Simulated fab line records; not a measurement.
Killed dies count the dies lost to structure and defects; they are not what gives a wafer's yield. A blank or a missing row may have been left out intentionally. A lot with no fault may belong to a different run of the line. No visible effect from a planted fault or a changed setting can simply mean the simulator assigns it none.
Matching of chambers / flow n5-finfet / 4 sister chambers for N5_BEOL_M8_STRIP_19 on rie-diel-04
The step strips in O2. 16 wafers are shown with their chamber, then 8 later ones without.

## WAFERS, EACH WITH ITS CHAMBER
wafer=L075.2; chamber=2; drypump-motor-current-A (A)=5.7; showerhead-plenum-p-Torr (Torr)=2.11; throttle-valve-pct (%)=16.77
wafer=L075.3; chamber=0; drypump-motor-current-A (A)=5.8; showerhead-plenum-p-Torr (Torr)=2.05; throttle-valve-pct (%)=16.46
wafer=L075.5; chamber=2; drypump-motor-current-A (A)=5.7; showerhead-plenum-p-Torr (Torr)=2.11; throttle-valve-pct (%)=16.80
wafer=L076.2; chamber=3; drypump-motor-current-A (A)=5.4; showerhead-plenum-p-Torr (Torr)=2.22; throttle-valve-pct (%)=16.48
wafer=L076.4; chamber=0; drypump-motor-current-A (A)=5.8; showerhead-plenum-p-Torr (Torr)=2.05; throttle-valve-pct (%)=16.44
wafer=L076.5; chamber=2; drypump-motor-current-A (A)=5.7; showerhead-plenum-p-Torr (Torr)=2.11; throttle-valve-pct (%)=16.79
wafer=L079.1; chamber=0; drypump-motor-current-A (A)=5.8; showerhead-plenum-p-Torr (Torr)=2.05; throttle-valve-pct (%)=16.49
wafer=L079.2; chamber=1; drypump-motor-current-A (A)=6.6; showerhead-plenum-p-Torr (Torr)=2.16; throttle-valve-pct (%)=16.96
wafer=L079.5; chamber=1; drypump-motor-current-A (A)=6.7; showerhead-plenum-p-Torr (Torr)=2.16; throttle-valve-pct (%)=16.94
wafer=L081.3; chamber=3; drypump-motor-current-A (A)=5.4; showerhead-plenum-p-Torr (Torr)=2.21; throttle-valve-pct (%)=16.49
wafer=L081.5; chamber=0; drypump-motor-current-A (A)=5.8; showerhead-plenum-p-Torr (Torr)=2.05; throttle-valve-pct (%)=16.49
wafer=L081.6; chamber=3; drypump-motor-current-A (A)=5.4; showerhead-plenum-p-Torr (Torr)=2.21; throttle-valve-pct (%)=16.49
wafer=L091.1; chamber=3; drypump-motor-current-A (A)=5.4; showerhead-plenum-p-Torr (Torr)=2.20; throttle-valve-pct (%)=16.54
wafer=L091.2; chamber=0; drypump-motor-current-A (A)=5.8; showerhead-plenum-p-Torr (Torr)=2.04; throttle-valve-pct (%)=16.53
wafer=L091.3; chamber=2; drypump-motor-current-A (A)=5.7; showerhead-plenum-p-Torr (Torr)=2.10; throttle-valve-pct (%)=16.83
wafer=L089.1; chamber=1; drypump-motor-current-A (A)=6.6; showerhead-plenum-p-Torr (Torr)=2.15; throttle-valve-pct (%)=17.01

SIGNATURES (averages over the wafers above)
reading=drypump-motor-current-A; chamber 0=5.800; chamber 1=6.633; chamber 2=5.700; chamber 3=5.400; scatter within a chamber=0.0236
reading=showerhead-plenum-p-Torr; chamber 0=2.0480; chamber 1=2.1567; chamber 2=2.1075; chamber 3=2.2100; scatter within a chamber=0.00593
reading=throttle-valve-pct; chamber 0=16.4820; chamber 1=16.9700; chamber 2=16.7975; chamber 3=16.5000; scatter within a chamber=0.0308
Rule: a wafer lies at a distance from a chamber equal to the root of the sum of squares, over the readings, of (its reading less the chamber's mean, divided by the reading's scatter). If the next closest chamber is less than 2 further off than the closest, the wafer can't be placed; otherwise it belongs to the closest. The scatter is the square root of a quotient: the sum, over the shown wafers, of each reading's squared deviation from its chamber's mean, divided by wafers minus chambers.

## WAFERS WHOSE CHAMBER IS MISSING
wafer=L089.2; drypump-motor-current-A (A)=5.8; showerhead-plenum-p-Torr (Torr)=2.04; throttle-valve-pct (%)=16.50
wafer=L089.4; drypump-motor-current-A (A)=5.4; showerhead-plenum-p-Torr (Torr)=2.20; throttle-valve-pct (%)=16.58
wafer=L094.4; drypump-motor-current-A (A)=6.6; showerhead-plenum-p-Torr (Torr)=2.15; throttle-valve-pct (%)=17.02
wafer=L094.5; drypump-motor-current-A (A)=5.8; showerhead-plenum-p-Torr (Torr)=2.04; throttle-valve-pct (%)=16.52
wafer=L094.6; drypump-motor-current-A (A)=6.6; showerhead-plenum-p-Torr (Torr)=2.15; throttle-valve-pct (%)=17.02
wafer=L096.1; drypump-motor-current-A (A)=5.7; showerhead-plenum-p-Torr (Torr)=2.10; throttle-valve-pct (%)=16.85
wafer=L096.2; drypump-motor-current-A (A)=5.4; showerhead-plenum-p-Torr (Torr)=2.20; throttle-valve-pct (%)=16.58
wafer=L096.5; drypump-motor-current-A (A)=5.4; showerhead-plenum-p-Torr (Torr)=2.20; throttle-valve-pct (%)=16.56

## EACH ONE'S CHAMBER
wafer=L089.2; from the rows above=0; in truth=0
wafer=L089.4; from the rows above=3; in truth=3
wafer=L094.4; from the rows above=1; in truth=1
wafer=L094.5; from the rows above=0; in truth=0
wafer=L094.6; from the rows above=1; in truth=1
wafer=L096.1; from the rows above=2; in truth=2
wafer=L096.2; from the rows above=3; in truth=3
wafer=L096.5; from the rows above=3; in truth=3
Placed correctly: 8 of 8. Not placeable from these rows: 0. 0 placed wrongly.
